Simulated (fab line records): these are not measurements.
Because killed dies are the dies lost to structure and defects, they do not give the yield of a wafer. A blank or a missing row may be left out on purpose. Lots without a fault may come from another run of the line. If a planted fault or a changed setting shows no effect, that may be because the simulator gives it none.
fab line records -- flow nandHarc
record lots=6, wafers=18, lastDay=32
route steps=1302 shown A_ONON_D2@548 END@1302
lots with no fault: from the same line, run without faults
startH: hours from the record's first day to the start of the lot's first wafer shown -- waitH: hours from the lot's prior step to this one -- " identical to the entry in the row above -- L1.1+2: one row covering several wafers at once -- - no value, or no start was given -- * or withheld: withheld -- < > ~ a bound
route shown NAME@n: a module of which the file shows steps, and the number in the route of the first -- usual: mean/standard deviation of fault-free wafers -- same: alike in all rows -- chamber/n: place in a boat -- sites: per-site readings -- _std_site: the standard deviation of these -- _edge_site: the outer-site mean with the inner-site mean subtracted -- radiusMm: for every site, how far away it sits from the centre of the wafer -- mask NAME#n: copy n -- behind: the last tool/chamber to shape the wafer -- hold: why the lot went on hold/how many hours it stayed there/how the hold came to an end -- device: names the non-switching transistor (n, p or np) -- end of line: the tests these same wafers got at the end of their route -- for a step that has no rows: nothing shown but its recipe -- killed: dies that structure and defects cost at the first sort, which is not the same as the wafer's yield -- map: shows each die of a wafer: x if killed, . if not, _ if none is there
set.NAME: the setting that was run; set.NAME@STEP: the one run at that earlier step -- model.NAME: the simulator's own value behind a step, which no gauge read
lots at selected steps of the route; one table per step, one row per wafer
services: a tool's chamber out of use, with start hour (startH, from the record's first day; less than 0 if before it), hours out, and reason
## steps
# step NHARC_A_ONON_D2_THK_MEAS_05
# recipe thkMeasGauge=ellipsometry
# usual thkNm=1000/11
lot.wafer,tool,chamber,startH,waitH,thkNm
L428.4,filmMetro-02,-,295.88,-,1003
L428.5,filmMetro-02,-,295.88,-,1001
L428.6,filmMetro-02,-,295.88,-,1002
L431.2,filmMetro-01,-,328.92,-,995
L431.5,filmMetro-01,-,328.92,-,995
L431.6,filmMetro-01,-,328.92,-,994
L436.2,filmMetro-01,-,385.99,-,992
L436.3,filmMetro-01,-,385.99,-,992
L436.4,filmMetro-01,-,385.99,-,992
L438.1,filmMetro-01,-,392.62,-,1009
L438.2,filmMetro-01,-,392.62,-,1009
L438.5,filmMetro-01,-,392.62,-,1011
L444.1,filmMetro-02,-,457.65,-,1000
L444.3,filmMetro-02,-,457.65,-,1001
L444.6,filmMetro-02,-,457.65,-,1000
L447.1,filmMetro-01,-,477.37,-,1015
L447.2,filmMetro-01,-,477.37,-,1015
L447.3,filmMetro-01,-,477.37,-,1014
# step NHARC_A_ONON_D2_DEP_06
# recipe targetThkA=10000, n2FlowSccm=2750, n2oFlowSccm=2000, nh3FlowSccm=500, sih4FlowSccm=210, tempC=400
# step NHARC_A_ONON_D2_THK_MEAS_08
# recipe thkMeasGauge=ellipsometry
# usual thkNm=994/9.9
lot.wafer,tool,chamber,startH,waitH,thkNm
L428.4,filmMetro-02,-,296.45,-,1010
L428.5,filmMetro-02,-,296.45,-,1009
L428.6,filmMetro-02,-,296.45,-,1009
L431.2,filmMetro-01,-,329.49,-,1000
L431.5,filmMetro-01,-,329.49,-,1004
L431.6,filmMetro-01,-,329.49,-,1002
L436.2,filmMetro-01,-,386.55,-,1004
L436.3,filmMetro-01,-,386.55,-,1003
L436.4,filmMetro-01,-,386.55,-,1004
L438.1,filmMetro-02,-,393.18,-,1001
L438.2,filmMetro-02,-,393.18,-,1003
L438.5,filmMetro-02,-,393.18,-,1002
L444.1,filmMetro-02,-,458.22,-,978
L444.3,filmMetro-02,-,458.22,-,980
L444.6,filmMetro-02,-,458.22,-,978
L447.1,filmMetro-01,-,477.94,-,978
L447.2,filmMetro-01,-,477.94,-,977
L447.3,filmMetro-01,-,477.94,-,976
# step NHARC_A_ONON_D2_DEP_09
# recipe targetThkA=10000, n2FlowSccm=2750, n2oFlowSccm=2000, nh3FlowSccm=500, sih4FlowSccm=210, tempC=400
# step NHARC_A_ONON_D2_THK_MEAS_11
# recipe thkMeasGauge=ellipsometry
# usual thkNm=999/10
lot.wafer,tool,chamber,startH,waitH,thkNm
L428.4,filmMetro-01,-,297.01,-,998
L428.5,filmMetro-01,-,297.01,-,996
L428.6,filmMetro-01,-,297.01,-,998
L431.2,filmMetro-01,-,330.06,-,995
L431.5,filmMetro-01,-,330.06,-,994
L431.6,filmMetro-01,-,330.06,-,996
L436.2,filmMetro-01,-,387.12,-,1002
L436.3,filmMetro-01,-,387.12,-,1001
L436.4,filmMetro-01,-,387.12,-,1003
L438.1,filmMetro-01,-,393.75,-,999
L438.2,filmMetro-01,-,393.75,-,1001
L438.5,filmMetro-01,-,393.75,-,1000
L444.1,filmMetro-01,-,458.78,-,1010
L444.3,filmMetro-01,-,458.78,-,1007
L444.6,filmMetro-01,-,458.78,-,1008
L447.1,filmMetro-02,-,478.51,-,991
L447.2,filmMetro-02,-,478.51,-,991
L447.3,filmMetro-02,-,478.51,-,991
# step NHARC_A_ONON_D2_DEP_12
# recipe targetThkA=10000, n2FlowSccm=2750, n2oFlowSccm=2000, nh3FlowSccm=500, sih4FlowSccm=210, tempC=400
# step NHARC_A_ONON_D2_THK_MEAS_14
# recipe thkMeasGauge=ellipsometry
# usual thkNm=998/11
lot.wafer,tool,chamber,startH,waitH,thkNm
L428.4,filmMetro-02,-,297.58,-,1005
L428.5,filmMetro-02,-,297.58,-,1004
L428.6,filmMetro-02,-,297.58,-,1005
L431.2,filmMetro-02,-,330.63,-,987
L431.5,filmMetro-02,-,330.63,-,990
L431.6,filmMetro-02,-,330.63,-,989
L436.2,filmMetro-01,-,387.69,-,1008
L436.3,filmMetro-01,-,387.69,-,1007
L436.4,filmMetro-01,-,387.69,-,1007
L438.1,filmMetro-01,-,394.31,-,985
L438.2,filmMetro-01,-,394.31,-,984
L438.5,filmMetro-01,-,394.31,-,985
L444.1,filmMetro-01,-,459.36,-,997
L444.3,filmMetro-01,-,459.36,-,998
L444.6,filmMetro-01,-,459.36,-,997
L447.1,filmMetro-02,-,479.07,-,1022
L447.2,filmMetro-02,-,479.07,-,1024
L447.3,filmMetro-02,-,479.07,-,1024
# step NHARC_A_ONON_D2_ANNEAL_15
# recipe tempC=750, timeS=3600
# step NHARC_A_ONON_D2_DEP_16
# recipe targetThkA=10000, n2FlowSccm=2750, n2oFlowSccm=2000, nh3FlowSccm=500, sih4FlowSccm=210, tempC=400
# step NHARC_A_ONON_D2_THK_MEAS_18
# recipe thkMeasGauge=ellipsometry
# usual thkNm=997/9.6
lot.wafer,tool,chamber,startH,waitH,thkNm
L428.4,filmMetro-02,-,308.37,-,991
L428.5,filmMetro-02,-,308.37,-,994
L428.6,filmMetro-02,-,308.37,-,992
L431.2,filmMetro-02,-,339.99,-,1009
L431.5,filmMetro-02,-,339.99,-,1010
L431.6,filmMetro-02,-,339.99,-,1011
L436.2,filmMetro-02,-,395.38,-,998
L436.3,filmMetro-02,-,395.38,-,997
L436.4,filmMetro-02,-,395.38,-,996
L438.1,filmMetro-02,-,401.69,-,1006
L438.2,filmMetro-02,-,401.69,-,1006
L438.5,filmMetro-02,-,401.69,-,1007
L444.1,filmMetro-02,-,467.11,-,1000
L444.3,filmMetro-02,-,467.11,-,1003
L444.6,filmMetro-02,-,467.11,-,1001
L447.1,filmMetro-02,-,488.67,-,989
L447.2,filmMetro-02,-,488.67,-,987
L447.3,filmMetro-02,-,488.67,-,989
# step NHARC_A_ONON_D2_DEP_19
# recipe targetThkA=10000, n2FlowSccm=2750, n2oFlowSccm=2000, nh3FlowSccm=500, sih4FlowSccm=210, tempC=400
# step NHARC_A_ONON_D2_THK_MEAS_21
# recipe thkMeasGauge=ellipsometry
# usual thkNm=1001/8.5
lot.wafer,tool,chamber,startH,waitH,thkNm
L428.4,filmMetro-01,-,308.94,-,999
L428.5,filmMetro-01,-,308.94,-,998
L428.6,filmMetro-01,-,308.94,-,999
L431.2,filmMetro-02,-,340.56,-,1014
L431.5,filmMetro-02,-,340.56,-,1016
L431.6,filmMetro-02,-,340.56,-,1015
L436.2,filmMetro-02,-,395.94,-,1009
L436.3,filmMetro-02,-,395.94,-,1009
L436.4,filmMetro-02,-,395.94,-,1008
L438.1,filmMetro-01,-,402.26,-,1001
L438.2,filmMetro-01,-,402.26,-,1001
L438.5,filmMetro-01,-,402.26,-,999
L444.1,filmMetro-02,-,467.68,-,998
L444.3,filmMetro-02,-,467.68,-,1000
L444.6,filmMetro-02,-,467.68,-,998
L447.1,filmMetro-01,-,489.24,-,1004
L447.2,filmMetro-01,-,489.24,-,1005
L447.3,filmMetro-01,-,489.24,-,1005
# step NHARC_A_ONON_D2_DEP_22
# recipe targetThkA=10000, n2FlowSccm=2750, n2oFlowSccm=2000, nh3FlowSccm=500, sih4FlowSccm=210, tempC=400
lot.wafer,tool,chamber,startH,waitH
L428.4+5+6,pecvdOnon-04,0,309.17,0.2
L431.2+5+6,pecvdOnon-01,0,340.67,0.1
L436.2+3+4,pecvdOnon-01,0,396.05,0.1
L438.1+2+5,pecvdOnon-01,0,402.31,0.1
L444.1+3+6,pecvdOnon-02,0,467.73,0.1
L447.1+2+3,pecvdOnon-04,0,489.29,0.1
# step NHARC_A_ONON_D2_THK_MEAS_24
# recipe thkMeasGauge=ellipsometry
# usual thkNm=1002/11
lot.wafer,tool,chamber,startH,waitH,thkNm
L428.4,filmMetro-02,-,309.51,-,1008
L428.5,filmMetro-02,-,309.51,-,1008
L428.6,filmMetro-02,-,309.51,-,1007
L431.2,filmMetro-02,-,341.13,-,984
L431.5,filmMetro-02,-,341.13,-,985
L431.6,filmMetro-02,-,341.13,-,982
L436.2,filmMetro-02,-,396.50,-,616
L436.3,filmMetro-02,-,396.50,-,617
L436.4,filmMetro-02,-,396.50,-,617
L438.1,filmMetro-02,-,402.83,-,629
L438.2,filmMetro-02,-,402.83,-,630
L438.5,filmMetro-02,-,402.83,-,629
L444.1,filmMetro-02,-,468.24,-,998
L444.3,filmMetro-02,-,468.24,-,997
L444.6,filmMetro-02,-,468.24,-,997
L447.1,filmMetro-02,-,489.80,-,1014
L447.2,filmMetro-02,-,489.80,-,1014
L447.3,filmMetro-02,-,489.80,-,1014
# step NHARC_A_ONON_D2_DEP_25
# recipe targetThkA=10000, n2FlowSccm=2750, n2oFlowSccm=2000, nh3FlowSccm=500, sih4FlowSccm=210, tempC=400
# step NHARC_END_SORT_01
# recipe tempC=25
# usual killedAtArray=59/19, killedAtOther=0.6/0.85, killedAtPeriphery=3.8/2.5, killedDies=64/19, killedOpen=3.3/1.8, killedShort=2.2/1.6
# same grossDies=677
lot.wafer,tool,chamber,startH,waitH,killedAtArray,killedAtOther,killedAtPeriphery,killedDies,killedOpen,killedShort
L431.2,prober-01,0,617.81,2.8,67,0,2,69,4,0
L431.5,prober-01,0,620.19,3.7,77,1,8,86,5,2
L431.6,prober-01,0,620.99,4.0,62,0,4,66,2,3
L436.2,prober-01,0,682.48,2.8,670,1,6,677,6,4
L436.3,prober-01,0,683.28,3.1,669,4,4,677,0,0
L436.4,prober-01,0,684.08,3.4,673,1,3,677,6,1
L438.1,prober-01,0,689.45,2.5,676,1,0,677,3,1
L438.2,prober-01,0,690.25,2.8,675,0,2,677,2,3
L438.5,prober-01,0,692.66,3.7,674,0,3,677,2,2
L444.1,prober-01,0,761.75,2.5,82,0,4,86,4,4
L444.3,prober-01,0,763.35,3.1,79,0,1,80,4,0
L444.6,prober-01,0,765.74,4.0,82,0,7,89,5,5
# killed by level:class
L431.2 A_CHANNEL_HOLE_D2:chamberFilmFlake=28 A_SLIT:chamberFilmFlake=25 A_CHANNEL_HOLE_D1:chamberFilmFlake=4 A_CONTACT:chamberFilmFlake=3 A_CHANNEL_HOLE_D2:geometricParticle:open=2 P_GATE:chamberFilmFlake=2 A_SGD_CUT:chamberFilmFlake=2 A_DECK1_JOINT:geometricParticle:open=1
L431.5 A_CHANNEL_HOLE_D2:chamberFilmFlake=31 A_SLIT:chamberFilmFlake=28 A_CONTACT:chamberFilmFlake=8 P_GATE:chamberFilmFlake=5 A_CHANNEL_HOLE_D1:chamberFilmFlake=3 A_SGD_CUT:chamberFilmFlake=2 P_GATE:geometricParticle:open=1 P_CONTACT:geometricParticle:open=1
L431.6 A_CHANNEL_HOLE_D2:chamberFilmFlake=26 A_SLIT:chamberFilmFlake=24 A_CONTACT:chamberFilmFlake=4 P_GATE:chamberFilmFlake=3 A_CHANNEL_FILL_D2:geometricParticle:short=2 A_STAIRCASE:chamberFilmFlake=2 P_M0:geometricParticle:short=1 A_CHANNEL_FILL_D1:geometricParticle:open=1
L436.2 A_ONON_D2:areaDep=583 A_CHANNEL_HOLE_D1:chamberFilmFlake=39 A_SLIT:chamberFilmFlake=26 A_STAIRCASE:chamberFilmFlake=8 A_CONTACT:chamberFilmFlake=4 A_CHANNEL_FILL_D1:geometricParticle:short=3 P_CONTACT:geometricParticle:open=2 P_GATE:chamberFilmFlake=2
L436.3 A_ONON_D2:areaDep=592 A_CHANNEL_HOLE_D1:chamberFilmFlake=35 A_SLIT:chamberFilmFlake=32 A_STAIRCASE:chamberFilmFlake=5 THIN_TSV:chamberFilmFlake=4 A_WL_FILL:chamberFilmFlake=3 P_GATE:chamberFilmFlake=2 P_BONDPAD:chamberFilmFlake=2
L436.4 A_ONON_D2:areaDep=600 A_SLIT:chamberFilmFlake=28 A_CHANNEL_HOLE_D1:chamberFilmFlake=27 A_STAIRCASE:chamberFilmFlake=7 A_ONON_D1:geometricParticle:open=2 P_BONDPAD:chamberFilmFlake=2 A_CHANNEL_HOLE_D2:chamberFilmFlake=2 A_CHANNEL_FILL_D1:geometricParticle:open=1
L438.1 A_ONON_D2:areaDep=631 A_SLIT:chamberFilmFlake=24 A_CONTACT:chamberFilmFlake=8 A_CHANNEL_HOLE_D1:chamberFilmFlake=6 A_CONTACT:geometricParticle:open=2 A_ZERO_WELL:chamberFilmFlake=2 A_ONON_D1:geometricParticle:open=1 A_ONON_D2:geometricParticle:short=1
L438.2 A_ONON_D2:areaDep=616 A_SLIT:chamberFilmFlake=36 A_CONTACT:chamberFilmFlake=8 A_WL_FILL:chamberFilmFlake=4 A_CHANNEL_HOLE_D1:chamberFilmFlake=3 A_STAIRCASE:chamberFilmFlake=3 P_M0:geometricParticle:open=1 A_DECK1_JOINT:geometricParticle:short=1
L438.5 A_ONON_D2:areaDep=621 A_SLIT:chamberFilmFlake=30 A_CONTACT:chamberFilmFlake=7 A_CHANNEL_HOLE_D1:chamberFilmFlake=4 A_STAIRCASE:chamberFilmFlake=3 A_WL_FILL:chamberFilmFlake=2 A_CHANNEL_HOLE_D2:geometricParticle:short=1 A_CHANNEL_FILL_D2:geometricParticle:open=1
L444.1 A_CHANNEL_HOLE_D1:chamberFilmFlake=36 A_SLIT:chamberFilmFlake=35 A_DECK1_JOINT:geometricParticle:open=2 P_ZERO_WELL:chamberFilmFlake=2 A_CONTACT:chamberFilmFlake=2 P_GATE:geometricParticle:short=1 P_CONTACT:geometricParticle:open=1 A_ONON_D1:geometricParticle:short=1
L444.3 A_CHANNEL_HOLE_D1:chamberFilmFlake=35 A_SLIT:chamberFilmFlake=32 A_CHANNEL_FILL_D2:geometricParticle:open=2 A_DECK1_JOINT:chamberFilmFlake=2 A_CHANNEL_FILL_D2:chamberFilmFlake=2 A_STAIRCASE:chamberFilmFlake=2 A_CONTACT:chamberFilmFlake=2 A_CHANNEL_FILL_D1:geometricParticle:open=1
L444.6 A_SLIT:chamberFilmFlake=33 A_CHANNEL_HOLE_D1:chamberFilmFlake=32 A_WL_FILL:chamberFilmFlake=3 A_CONTACT:chamberFilmFlake=3 A_ONON_D1:geometricParticle:open=2 P_ZERO_WELL:chamberFilmFlake=2 A_STAIRCASE:chamberFilmFlake=2 P_CONTACT:geometricParticle:open=1
# map L436.2 (x killed, . not)
____________x____________
_________xxxxxxx_________
_______xxxxxxxxxxx_______
______xxxxxxxxxxxxx______
_____xxxxxxxxxxxxxxx_____
____xxxxxxxxxxxxxxxxx____
____xxxxxxxxxxxxxxxxx____
___xxxxxxxxxxxxxxxxxxx___
___xxxxxxxxxxxxxxxxxxx___
__xxxxxxxxxxxxxxxxxxxxx__
__xxxxxxxxxxxxxxxxxxxxx__
_xxxxxxxxxxxxxxxxxxxxxxx_
_xxxxxxxxxxxxxxxxxxxxxxx_
_xxxxxxxxxxxxxxxxxxxxxxx_
_xxxxxxxxxxxxxxxxxxxxxxx_
_xxxxxxxxxxxxxxxxxxxxxxx_
xxxxxxxxxxxxxxxxxxxxxxxxx
xxxxxxxxxxxxxxxxxxxxxxxxx
xxxxxxxxxxxxxxxxxxxxxxxxx
xxxxxxxxxxxxxxxxxxxxxxxxx
xxxxxxxxxxxxxxxxxxxxxxxxx
_xxxxxxxxxxxxxxxxxxxxxxx_
_xxxxxxxxxxxxxxxxxxxxxxx_
_xxxxxxxxxxxxxxxxxxxxxxx_
_xxxxxxxxxxxxxxxxxxxxxxx_
_xxxxxxxxxxxxxxxxxxxxxxx_
__xxxxxxxxxxxxxxxxxxxxx__
__xxxxxxxxxxxxxxxxxxxxx__
___xxxxxxxxxxxxxxxxxxx___
___xxxxxxxxxxxxxxxxxxx___
____xxxxxxxxxxxxxxxxx____
____xxxxxxxxxxxxxxxxx____
_____xxxxxxxxxxxxxxx_____
______xxxxxxxxxxxxx______
_______xxxxxxxxxxx_______
_________xxxxxxx_________
____________x____________
# map L438.1 (x killed, . not)
____________x____________
_________xxxxxxx_________
_______xxxxxxxxxxx_______
______xxxxxxxxxxxxx______
_____xxxxxxxxxxxxxxx_____
____xxxxxxxxxxxxxxxxx____
____xxxxxxxxxxxxxxxxx____
___xxxxxxxxxxxxxxxxxxx___
___xxxxxxxxxxxxxxxxxxx___
__xxxxxxxxxxxxxxxxxxxxx__
__xxxxxxxxxxxxxxxxxxxxx__
_xxxxxxxxxxxxxxxxxxxxxxx_
_xxxxxxxxxxxxxxxxxxxxxxx_
_xxxxxxxxxxxxxxxxxxxxxxx_
_xxxxxxxxxxxxxxxxxxxxxxx_
_xxxxxxxxxxxxxxxxxxxxxxx_
xxxxxxxxxxxxxxxxxxxxxxxxx
xxxxxxxxxxxxxxxxxxxxxxxxx
xxxxxxxxxxxxxxxxxxxxxxxxx
xxxxxxxxxxxxxxxxxxxxxxxxx
xxxxxxxxxxxxxxxxxxxxxxxxx
_xxxxxxxxxxxxxxxxxxxxxxx_
_xxxxxxxxxxxxxxxxxxxxxxx_
_xxxxxxxxxxxxxxxxxxxxxxx_
_xxxxxxxxxxxxxxxxxxxxxxx_
_xxxxxxxxxxxxxxxxxxxxxxx_
__xxxxxxxxxxxxxxxxxxxxx__
__xxxxxxxxxxxxxxxxxxxxx__
___xxxxxxxxxxxxxxxxxxx___
___xxxxxxxxxxxxxxxxxxx___
____xxxxxxxxxxxxxxxxx____
____xxxxxxxxxxxxxxxxx____
_____xxxxxxxxxxxxxxx_____
______xxxxxxxxxxxxx______
_______xxxxxxxxxxx_______
_________xxxxxxx_________
____________x____________
## services
tool,chamber,startH,hours,kind
pecvdOnon-04,-,311.91,13.0,pm
pecvdOnon-02,-,366.09,13.0,pm
pecvdOnon-04,-,434.90,2.4,repair
pecvdOnon-01,-,450.00,13.0,pm
pecvdOnon-02,-,450.14,14.9,repair
## key
firstSign step=NHARC_A_ONON_D2_THK_MEAS_24, reading=thkNm, direction=down, sigmas=33, usual=1002, struck=623
effect step=NHARC_END_SORT_01, reading=killedDies, direction=up, sigmas=33, usual=64, struck=677
moreKillsBornAt NHARC_A_ONON_D2_DEP_22@pecvdOnon-01=3643
metAt NHARC_A_ONON_D2_DEP_22
struckWafers L436.2,L436.3,L436.4,L438.1,L438.2,L438.5
laterRowsLeftOut L436.2,L436.3,L436.4,L438.1,L438.2,L438.5
testerLeftOut L436,L438
onsetBetween 340.67 396.05
fault kind=processParameterDrift, tool=pecvdOnon-01, chamber=0, onsetH=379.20, steps=NHARC_A_ONON_D2_DEP_22, channel=targetThkA, offset=*, shape=step, endH=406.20, actsIn=*, stated=*
# testerLeftOut: of these lots the tester's yield and bins aren't shown, on N5 and GAA mostly nor the transistor test; their killed dies are dies lost to structure and defects alone, not to doping, threshold or leakage, so they don't give the yield
# laterRowsLeftOut: the simulator's readings of these wafers behind a module that went badly wrong aren't trusted and aren't shown, but for the sort
